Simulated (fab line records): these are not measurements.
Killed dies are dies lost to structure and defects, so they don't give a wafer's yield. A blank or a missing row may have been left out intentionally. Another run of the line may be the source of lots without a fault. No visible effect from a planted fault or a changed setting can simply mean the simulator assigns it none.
Chamber matching + flow nand_harc + 4 sister chambers for NHARC_A_M0_ETCH_34 on rie_diel-10
The step etches the open film in N2/H2, target depth 40 nm, overetch 12 nm, time 43.94 s. 18 wafers are shown with their chamber, then 9 later ones without.

## WAFERS, EACH WITH ITS CHAMBER
| wafer  | chamber | showerhead_plenum_p_Torr (Torr) | drypump_motor_current_A (A) | rf_vpp_V (V) |
|--------|---------|---------------------------------|-----------------------------|--------------|
| L074.1 | 0       | 2.03                            | 5.5                         | 430.1        |
| L074.2 | 3       | 2.04                            | 6.7                         | 431.7        |
| L074.6 | 1       | 2.18                            | 5.4                         | 434.6        |
| L075.3 | 2       | 2.17                            | 5.8                         | 434.9        |
| L075.4 | 3       | 2.04                            | 6.6                         | 430.1        |
| L075.6 | 3       | 2.04                            | 6.7                         | 430.6        |
| L078.1 | 3       | 2.04                            | 6.6                         | 430.6        |
| L078.3 | 2       | 2.17                            | 5.8                         | 433.6        |
| L078.6 | 0       | 2.03                            | 5.5                         | 429.7        |
| L080.1 | 1       | 2.18                            | 5.5                         | 433.1        |
| L080.2 | 0       | 2.03                            | 5.5                         | 429.3        |
| L080.5 | 2       | 2.16                            | 5.8                         | 434.4        |
| L084.2 | 0       | 2.03                            | 5.5                         | 430.0        |
| L084.3 | 2       | 2.16                            | 5.8                         | 433.9        |
| L084.4 | 1       | 2.18                            | 5.4                         | 433.7        |
| L091.1 | 2       | 2.16                            | 5.8                         | 434.1        |
| L091.4 | 3       | 2.03                            | 6.6                         | 429.4        |
| L091.6 | 2       | 2.16                            | 5.8                         | 434.0        |

SIGNATURES (means of the wafers above)
| reading                  | chamber 0 | chamber 1 | chamber 2 | chamber 3 | scatter within a chamber |
|--------------------------|-----------|-----------|-----------|-----------|--------------------------|
| showerhead_plenum_p_Torr | 2.0300    | 2.1800    | 2.1633    | 2.0380    | 0.0039                   |
| drypump_motor_current_A  | 5.500     | 5.433     | 5.800     | 6.640     | 0.0365                   |
| rf_vpp_V                 | 429.775   | 433.800   | 434.150   | 430.480   | 0.619                    |
Rule: for each reading, subtract the chamber's mean from the wafer's reading, divide by that reading's scatter and square the result; add these up over the readings and take the root, which gives the wafer's distance from the chamber. If the next closest chamber is less than 2 further off than the closest, the wafer can't be placed; otherwise it belongs to the closest. How the scatter is found: for the shown wafers, subtract from each reading the mean of its chamber, square and add these, divide the total by (wafers less chambers), then take the root.

## WAFERS WITHOUT THEIR CHAMBER
| wafer  | showerhead_plenum_p_Torr (Torr) | drypump_motor_current_A (A) | rf_vpp_V (V) |
|--------|---------------------------------|-----------------------------|--------------|
| L093.1 | 2.18                            | 5.4                         | 436.0        |
| L093.3 | 2.03                            | 6.6                         | 429.8        |
| L093.4 | 2.16                            | 5.8                         | 432.5        |
| L095.1 | 2.18                            | 5.4                         | 433.8        |
| L095.2 | 2.03                            | 6.7                         | 429.4        |
| L095.3 | 2.16                            | 5.8                         | 435.0        |
| L097.2 | 2.03                            | 6.6                         | 430.8        |
| L097.3 | 2.18                            | 5.5                         | 433.6        |
| L097.4 | 2.16                            | 5.8                         | 433.4        |

## WHICH CHAMBER EACH WENT THROUGH
| wafer  | from the rows above | in truth |
|--------|---------------------|----------|
| L093.1 | 1                   | 1        |
| L093.3 | 3                   | 3        |
| L093.4 | 2                   | 2        |
| L095.1 | 1                   | 1        |
| L095.2 | 3                   | 3        |
| L095.3 | 2                   | 2        |
| L097.2 | 3                   | 3        |
| L097.3 | 1                   | 1        |
| L097.4 | 2                   | 2        |
Placed correctly: 9 of 9. Number that these rows cannot place: 0. Number placed wrongly: 0.
